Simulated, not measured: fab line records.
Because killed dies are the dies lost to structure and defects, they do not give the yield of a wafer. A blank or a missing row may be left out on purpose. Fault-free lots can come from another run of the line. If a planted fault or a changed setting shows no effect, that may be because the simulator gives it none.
Matching of chambers -- flow n5Finfet -- 3 sister chambers for N5_BEOL_M0_SAQP_PECVD_04 on pecvd-04
The step deposits a-Si from SiH4/He, target thk 60 nm, time 60.2 s. 16 wafers are shown with their chamber, then 8 later ones without.

WAFERS, EACH WITH ITS CHAMBER
wafer,chamber,showerheadPlenumPTorr (Torr),throttleValvePct (%),heaterPowerW (W)
L586.2,0,5.67,19.2,673
L586.3,2,5.72,18.0,565
L586.6,1,5.60,18.4,599
L587.1,1,5.59,18.2,552
L587.3,2,5.71,18.3,573
L587.5,1,5.60,18.5,565
L588.2,0,5.66,19.2,618
L588.5,2,5.72,18.0,490
L588.6,0,5.67,18.8,617
L591.1,2,5.71,18.2,519
L591.2,1,5.59,18.2,554
L591.5,1,5.60,18.2,553
L597.3,0,5.66,18.8,709
L597.5,2,5.71,18.1,537
L597.6,0,5.67,19.1,588
L599.3,0,5.67,19.0,645

SIGNATURES (averages over the wafers above)
reading,chamber 0,chamber 1,chamber 2,scatter within a chamber
showerheadPlenumPTorr,5.6667,5.5960,5.7140,0.00536
throttleValvePct,19.017,18.300,18.120,0.156
heaterPowerW,641.67,564.60,536.80,34.8
Rule: for a wafer and a chamber, the distance is found by dividing, reading by reading, the gap between the wafer's reading and the chamber's mean by the reading's scatter, squaring, summing and taking the root. If the next closest chamber is less than 2 further off than the closest, the wafer can't be placed; otherwise it belongs to the closest. The scatter is the square root of a quotient: the sum, over the shown wafers, of each reading's squared deviation from its chamber's mean, divided by wafers minus chambers.

WAFERS WITHOUT THEIR CHAMBER
wafer,showerheadPlenumPTorr (Torr),throttleValvePct (%),heaterPowerW (W)
L599.4,5.70,18.1,471
L599.5,5.59,18.3,586
L600.1,5.68,18.9,640
L600.3,5.60,18.2,607
L600.4,5.61,18.3,605
L609.1,5.70,16.6,546
L609.3,5.67,19.3,694
L609.6,5.69,16.6,543

WHICH CHAMBER EACH ONE RAN IN
wafer,from the rows above,in truth
L599.4,2,2
L599.5,1,1
L600.1,0,0
L600.3,1,1
L600.4,1,1
L609.1,2,2
L609.3,0,0
L609.6,2,2
Placed correctly: 8 of 8. Not placeable from these rows: 0. 0 placed wrongly.
